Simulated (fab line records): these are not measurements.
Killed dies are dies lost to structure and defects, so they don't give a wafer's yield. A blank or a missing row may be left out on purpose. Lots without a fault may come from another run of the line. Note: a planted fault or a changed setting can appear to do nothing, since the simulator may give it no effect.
fab line records | flow nandHarc
record lots=6 | wafers=16 | lastDay=33
route steps=1302 shown P_GATE@133
lots that met no fault: taken from a fault-free run of the same line
startH: start of the lot's first displayed wafer, in hours after the record's first day | waitH: hours elapsed since this lot's preceding step | " same as the row above | L1.1+2: several wafers, shown together as one row | - no value, or no start was given | * or withheld: withheld | < > ~ a bound
route shown NAME@n: NAME is a module with steps in the file, n the number in the route of the first one | usual: the fault-free wafers' mean and standard deviation | same: alike in all rows | chamber/n: place in a boat | sites: each site's reading | _std_site: the standard deviation of these | _edge_site: mean of outer sites minus mean of inner sites | radiusMm: for every site, how far away it sits from the centre of the wafer | mask NAME#n: copy n | behind: the last tool/chamber to shape the wafer | hold: reason for holding the lot/hours on hold/outcome of the hold | device: the n, p or np transistor that did not switch | end of line: tests of these same wafers at the route's end | for a step that has no rows: nothing shown but its recipe | killed: dies that structure and defects cost at the first sort, which is not the same as the wafer's yield | map: a wafer's dies, x killed, . not, _ none there
set.NAME: setting as actually run; set.NAME@STEP: the setting as run at that earlier step | model.NAME: the simulator's own value behind a step, which no gauge read
certain route steps with their lots: each step a table, each wafer a row
services: a tool's chamber out of use, with start hour (startH, from the record's first day; less than 0 if before it), hours out, and reason
## steps
# step NHARC_P_GATE_DEHYDRATE_18
# recipe tempC=150 | timeS=120
# step NHARC_P_GATE_HMDS_19
# recipe timeS=30
# step NHARC_P_GATE_COAT_20
# recipe spinRpm=1500 | resistThkNm=90
# step NHARC_P_GATE_SOFTBAKE_21
# recipe tempC=105 | timeS=55
# step NHARC_P_GATE_EBR_22
# step NHARC_P_GATE_EXPOSE_23
# recipe na=1.35 | targetCdNm=120 | doseMj=93.91 | maskId=P_GATE
# step NHARC_P_GATE_PEB_24
# recipe pebTempC=100 | pebTimeS=65
# step NHARC_P_GATE_DEVELOP_25
# recipe developTimeS=35 | devTempC=23
# step NHARC_P_GATE_CD_MEAS_26
# recipe targetCdNm=120 | landingEnergyEv=500
# usual cdNm=119.8/0.64
lot.wafer | tool     | chamber | startH | waitH | cdNm
L685.1    | cdSem-01 | 0       | 126.69 | -     | 119.4
L685.3    | "        | 0       | "      | "     | 119.8
L685.5    | "        | 0       | "      | "     | 119.6
L691.2    | cdSem-03 | 0       | 188.67 | -     | 121.3
L691.5    | "        | 0       | "      | "     | 120.2
L691.6    | "        | 0       | "      | "     | 120.3
L694.2    | cdSem-01 | 0       | 214.08 | -     | 119.2
L694.3    | "        | 0       | "      | "     | 119.6
L694.4    | "        | 0       | "      | "     | 120.1
L697.6    | cdSem-01 | 0       | 241.35 | -     | 118.7
L702.2    | cdSem-01 | 0       | 294.97 | -     | 119.0
L702.5    | "        | 0       | "      | "     | 119.9
L702.6    | "        | 0       | "      | "     | 119.7
L705.3    | cdSem-03 | 0       | 323.28 | -     | 120.8
L705.4    | "        | 0       | "      | "     | 120.6
L705.6    | "        | 0       | "      | "     | 120.4
# step NHARC_P_GATE_OVL_MEAS_27
# usual overlayXNm=-0.3/0.74 | overlayYNm=0.0/0.86
lot.wafer | tool       | chamber | startH | waitH | overlayXNm | overlayYNm
L685.1    | overlay-02 | -       | 126.78 | -     | -1.1       | 0.4
L685.3    | "          | -       | "      | "     | -0.4       | 0.9
L685.5    | "          | -       | "      | "     | -0.6       | 0.2
L691.2    | overlay-02 | -       | 188.76 | -     | 0.0        | -0.2
L691.5    | "          | -       | "      | "     | 0.9        | -0.3
L691.6    | "          | -       | "      | "     | 0.8        | -1.0
L694.2    | overlay-02 | -       | 214.17 | -     | -2.1       | -0.6
L694.3    | "          | -       | "      | "     | -2.1       | -0.9
L694.4    | "          | -       | "      | "     | -1.6       | -0.1
L697.6    | overlay-02 | -       | 241.43 | -     | 0.1        | -0.4
L702.2    | overlay-02 | -       | 295.07 | -     | 0.2        | -1.0
L702.5    | "          | -       | "      | "     | -0.3       | -1.0
L702.6    | "          | -       | "      | "     | 0.1        | -0.5
L705.3    | overlay-01 | -       | 323.36 | -     | -0.1       | -0.8
L705.4    | "          | -       | "      | "     | -1.2       | -0.4
L705.6    | "          | -       | "      | "     | -0.6       | -0.5
# step NHARC_P_GATE_INSPECT_28
# usual rawDefectCount=7/3.1
lot.wafer | tool             | chamber | startH | waitH | rawDefectCount
L685.1    | defectInspect-01 | -       | 126.81 | 0.0   | 4
L685.3    | "                | -       | "      | "     | 7
L685.5    | "                | -       | "      | "     | 5
L691.2    | defectInspect-01 | -       | 188.79 | 0.0   | 14
L691.5    | "                | -       | "      | "     | 10
L691.6    | "                | -       | "      | "     | 6
L694.2    | defectInspect-01 | -       | 214.21 | 0.0   | 4
L694.3    | "                | -       | "      | "     | 8
L694.4    | "                | -       | "      | "     | 1
L697.6    | defectInspect-01 | -       | 241.46 | 0.0   | 9
L702.2    | defectInspect-01 | -       | 295.11 | 0.0   | 5
L702.5    | "                | -       | "      | "     | 3
L702.6    | "                | -       | "      | "     | 6
L705.3    | defectInspect-02 | -       | 323.40 | 0.0   | 7
L705.4    | "                | -       | "      | "     | 7
L705.6    | "                | -       | "      | "     | 6
# step NHARC_P_GATE_DESCUM_31
# recipe timeS=3 | o2FlowSccm=200 | arFlowSccm=0 | biasPowerW=0 | chemistry=O2
# usual drypumpMotorCurrentA=5.8/0.52 | oesProductAu=0.999/0.011 | rfVppV=58.0/0.85 | showerheadPlenumPTorr=1.94/0.079 | throttleValvePct=11.312/0.0088
lot.wafer | tool       | chamber | startH | waitH | drypumpMotorCurrentA | oesProductAu | rfHoursCounterH | rfVppV | showerheadPlenumPTorr | throttleValvePct
L685.3    | rieDiel-12 | 0       | 126.88 | 0.1   | 6.4                  | 1.004        | 2.4             | 59.0   | 2.03                  | 11.326
L685.1    | "          | 2       | "      | "     | 5.4                  | 1.000        | 1.4             | 57.4   | 1.83                  | 11.300
L685.5    | "          | 3       | "      | "     | 5.7                  | 1.012        | -               | 58.2   | 2.03                  | 11.324
L691.2    | rieDiel-07 | 1       | 188.87 | 0.1   | 4.9                  | 0.988        | 3.4             | 59.0   | 2.03                  | 11.294
L691.5    | "          | 3       | "      | "     | 6.6                  | 0.995        | -               | 57.7   | 1.88                  | 11.303
L691.6    | "          | 0       | "      | "     | 6.4                  | 1.007        | -               | 57.9   | 1.86                  | 11.318
L694.2    | rieDiel-07 | 0       | 214.28 | 0.1   | 6.3                  | 1.008        | 6.0             | 57.2   | 1.86                  | 11.318
L694.3    | "          | 1       | "      | "     | 4.9                  | 0.994        | 4.6             | 59.0   | 2.03                  | 11.298
L694.4    | "          | 2       | "      | "     | 6.2                  | 1.016        | 4.7             | 58.2   | 1.90                  | 11.327
L697.6    | rieDiel-07 | 2       | 241.57 | 0.1   | 6.3                  | 1.011        | -               | 56.9   | 1.90                  | 11.310
L702.2    | rieDiel-05 | 1       | 295.19 | 0.1   | 5.3                  | 0.995        | 4.3             | 58.8   | 2.02                  | 11.310
L702.5    | "          | 3       | "      | "     | 6.1                  | 0.986        | -               | 58.4   | 1.83                  | 11.304
L702.6    | "          | 0       | "      | "     | 5.8                  | 0.990        | -               | 58.6   | 1.96                  | 11.315
L705.3    | rieDiel-05 | 0       | 323.46 | 0.1   | 5.8                  | 0.982        | 6.1             | 56.8   | 1.96                  | 11.324
L705.4    | "          | 3       | "      | "     | 6.2                  | 0.999        | 5.7             | 56.9   | 1.83                  | 11.315
L705.6    | "          | 0       | "      | "     | 5.8                  | 0.998        | -               | 58.8   | 1.96                  | 11.304
# step NHARC_P_GATE_ETCH_104
# recipe targetDepthA=600 | timeS=withheld | cf4FlowSccm=100 | chf3FlowSccm=30 | arFlowSccm=0 | rfW=500 | biasW=200 | chemistry=CF4/CHF3
# usual drypumpMotorCurrentA=5.8/0.52 | oesProductAu=0.950/0.022 | rfFwdPowerW=492.2/2.7 | rfVppV=371.3/2.1 | showerheadPlenumPTorr=1.60/0.06 | throttleValvePct=16.802/0.0084
lot.wafer | tool       | chamber | startH | waitH | drypumpMotorCurrentA | oesProductAu | rfFwdPowerW | rfVppV | showerheadPlenumPTorr | throttleValvePct | model.P_GATE.cdNm
L685.1    | rieDiel-12 | 3       | 126.97 | 0.1   | 5.7                  | 0.964        | 491.1       | 373.2  | 1.66                  | 16.811           | 120.1
L685.3    | "          | 0       | "      | "     | 6.4                  | 0.963        | 491.4       | 372.8  | 1.66                  | 16.806           | 120.6
L685.5    | "          | 2       | "      | "     | 5.4                  | 0.956        | 493.0       | 367.2  | 1.51                  | 16.805           | 118.9
L691.2    | rieDiel-07 | 0       | 188.95 | 0.1   | 6.3                  | 0.934        | 489.4       | 370.6  | 1.53                  | 16.799           | 120.7
L691.6    | "          | 2       | "      | "     | 6.3                  | 0.950        | 487.6       | 371.2  | 1.57                  | 16.806           | 120.8
L691.5    | "          | 3       | "      | "     | 6.6                  | 0.922        | 493.9       | 368.9  | 1.55                  | 16.792           | 119.8
L694.4    | rieDiel-07 | 2       | 214.36 | 0.1   | 6.3                  | 1.000        | 491.2       | 369.9  | 1.57                  | 16.804           | 120.1
L694.3    | "          | 3       | "      | "     | 6.6                  | 0.966        | 492.9       | 370.0  | 1.55                  | 16.804           | 119.8
L694.2    | "          | 0       | "      | "     | 6.3                  | 1.196        | 692.3       | 369.2  | 1.53                  | 16.797           | 118
L697.6    | rieDiel-07 | 0       | 241.65 | 0.1   | 6.3                  | 1.199        | 689.5       | 368.2  | 1.53                  | 16.803           | 116.8
L702.2    | rieDiel-05 | 2       | 295.26 | 0.1   | 5.5                  | 0.979        | 494.3       | 373.7  | 1.66                  | 16.808           | 119.5
L702.6    | "          | 1       | "      | "     | 5.3                  | 0.972        | 492.5       | 371.7  | 1.65                  | 16.805           | 119.1
L702.5    | "          | 2       | "      | "     | 5.5                  | 0.972        | 491.6       | 372.7  | 1.66                  | 16.785           | 119.9
L705.3    | rieDiel-05 | 0       | 323.54 | 0.1   | 5.8                  | 0.961        | 496.8       | 373.2  | 1.61                  | 16.803           | 121
L705.4    | "          | 1       | "      | "     | 5.3                  | 0.967        | 489.1       | 374.4  | 1.65                  | 16.804           | 120.6
L705.6    | "          | 0       | "      | "     | 5.8                  | 0.959        | 496.6       | 370.7  | 1.61                  | 16.805           | 119.9
# step NHARC_P_GATE_HM_OPEN_105
# recipe targetDepthA=3600 | o2FlowSccm=400 | cosFlowSccm=20 | arFlowSccm=0 | rfW=500 | biasW=300 | chemistry=O2/COS
# usual cosFlowSccm=20.00/0.059 | drypumpMotorCurrentA=5.8/0.53 | oesProductAu=1.000/0.011 | rfFwdPowerW=497.9/1.8 | rfVppV=468.1/2.8 | showerheadPlenumPTorr=3.16/0.12 | throttleValvePct=28.331/0.009
lot.wafer | tool       | chamber | startH | waitH | cosFlowSccm | drypumpMotorCurrentA | oesProductAu | rfFwdPowerW | rfHoursCounterH | rfVppV | showerheadPlenumPTorr | throttleValvePct
L685.1    | rieDiel-12 | 3       | -      | -     | 20.09       | 5.7                  | 1.011        | 497.5       | 1.9             | 471.4  | 3.30                  | 28.340
L685.3    | "          | 0       | "      | "     | 20.01       | 6.4                  | 1.009        | 496.1       | 2.4             | 470.5  | 3.30                  | 28.332
L685.5    | "          | 2       | "      | "     | 19.91       | 5.4                  | 1.010        | 499.0       | -               | 464.3  | 2.99                  | 28.344
L691.2    | rieDiel-07 | 0       | -      | -     | 20.08       | 6.3                  | 0.997        | 495.9       | 3.8             | 464.6  | 3.04                  | 28.334
L691.6    | "          | 0       | "      | "     | 20.09       | 6.3                  | 1.003        | 494.4       | -               | 463.7  | 3.04                  | 28.321
L691.5    | "          | 1       | "      | "     | 19.99       | 4.9                  | 0.986        | 497.3       | -               | 471.3  | 3.30                  | 28.351
L694.3    | rieDiel-07 | 2       | -      | -     | 20.05       | 6.2                  | 1.025        | 497.4       | 4.7             | 468.0  | 3.10                  | 28.318
L694.2    | "          | 3       | "      | "     | 19.98       | 6.6                  | 1.001        | 497.5       | 4.3             | 466.7  | 3.07                  | 28.334
L694.4    | "          | 0       | "      | "     | 19.93       | 6.3                  | 1.008        | 495.7       | 6.0             | 466.8  | 3.04                  | 28.347
L697.6    | rieDiel-07 | 0       | -      | -     | 19.99       | 6.3                  | 1.008        | 496.2       | -               | 466.6  | 3.04                  | 28.333
L702.2    | rieDiel-05 | 1       | -      | -     | 20.06       | 5.4                  | 1.012        | 499.3       | 4.3             | 470.8  | 3.28                  | 28.345
L702.6    | "          | 2       | "      | "     | 20.01       | 5.5                  | 1.001        | 499.1       | -               | 471.5  | 3.30                  | 28.316
L702.5    | "          | 3       | "      | "     | 20.11       | 6.2                  | 1.015        | 497.3       | -               | 463.1  | 2.99                  | 28.332
L705.3    | rieDiel-05 | 1       | -      | -     | 19.87       | 5.3                  | 1.003        | 501.5       | 7.6             | 471.7  | 3.28                  | 28.326
L705.4    | "          | 0       | "      | "     | 19.96       | 5.8                  | 0.990        | 497.2       | 6.2             | 467.2  | 3.19                  | 28.337
L705.6    | "          | 1       | "      | "     | 19.95       | 5.3                  | 1.004        | 500.1       | -               | 469.6  | 3.28                  | 28.326
## services
tool       | chamber | startH | hours | kind
rieDiel-07 | 0       | 115.27 | 13.6  | repair
rieDiel-07 | -       | 117.20 | 9.0   | pm
rieDiel-07 | 1       | 117.20 | 12.6  | ventCycle
rieDiel-07 | 2       | 117.20 | 9.0   | ventCycle
rieDiel-07 | 3       | 117.20 | 9.0   | ventCycle
rieDiel-07 | 2       | 126.20 | -     | clean
rieDiel-07 | 3       | 126.20 | -     | clean
rieDiel-05 | 1       | 129.49 | 2.8   | repair
rieDiel-07 | 3       | 130.02 | 8.9   | repair
rieDiel-12 | 3       | 137.92 | 6.4   | repair
rieDiel-07 | 0       | 150.70 | -     | clean
rieDiel-07 | 1       | 150.70 | -     | clean
rieDiel-12 | 3       | 180.21 | 3.2   | repair
rieDiel-05 | 0       | 180.73 | 5.1   | repair
rieDiel-07 | -       | 184.74 | 0.2   | repair
rieDiel-07 | 1       | 195.37 | 10.8  | repair
rieDiel-07 | -       | 219.17 | 0.3   | repair
rieDiel-05 | -       | 229.60 | 9.0   | pm
rieDiel-07 | 1       | 234.92 | 8.7   | repair
rieDiel-12 | 3       | 248.83 | 7.0   | repair
rieDiel-05 | -       | 266.28 | 0.5   | repair
rieDiel-12 | -       | 268.68 | 9.0   | pm
rieDiel-05 | -       | 281.97 | 0.5   | repair
rieDiel-07 | -       | 294.20 | 9.0   | pm
## key
firstSign step=NHARC_P_GATE_ETCH_104 | reading=rfFwdPowerW | direction=up | sigmas=74 | usual=* | struck=*
effect step=NHARC_P_GATE_ETCH_104 | reading=oesProductAu | direction=up | sigmas=11 | usual=0.950 | struck=1.198
modelEffect step=NHARC_P_GATE_ETCH_104 | value=P_GATE.cdNm | without=118.8 | struck=117.4
metAt NHARC_P_GATE_ETCH_104
struckWafers L694.2,L697.6
testerLeftOut L694,L697
onsetBetween 188.95 214.36
fault kind=processParameterDrift | tool=rieDiel-07 | chamber=0 | onsetH=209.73 | steps=NHARC_P_GATE_ETCH_104 | channel=rfW | offset=* | shape=step | endH=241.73 | actsIn=* | stated=*
# testerLeftOut: of these lots the tester's yield and bins aren't shown, on N5 and GAA mostly nor the transistor test; their killed dies are dies lost to structure and defects alone, not to doping, threshold or leakage, so they don't give the yield
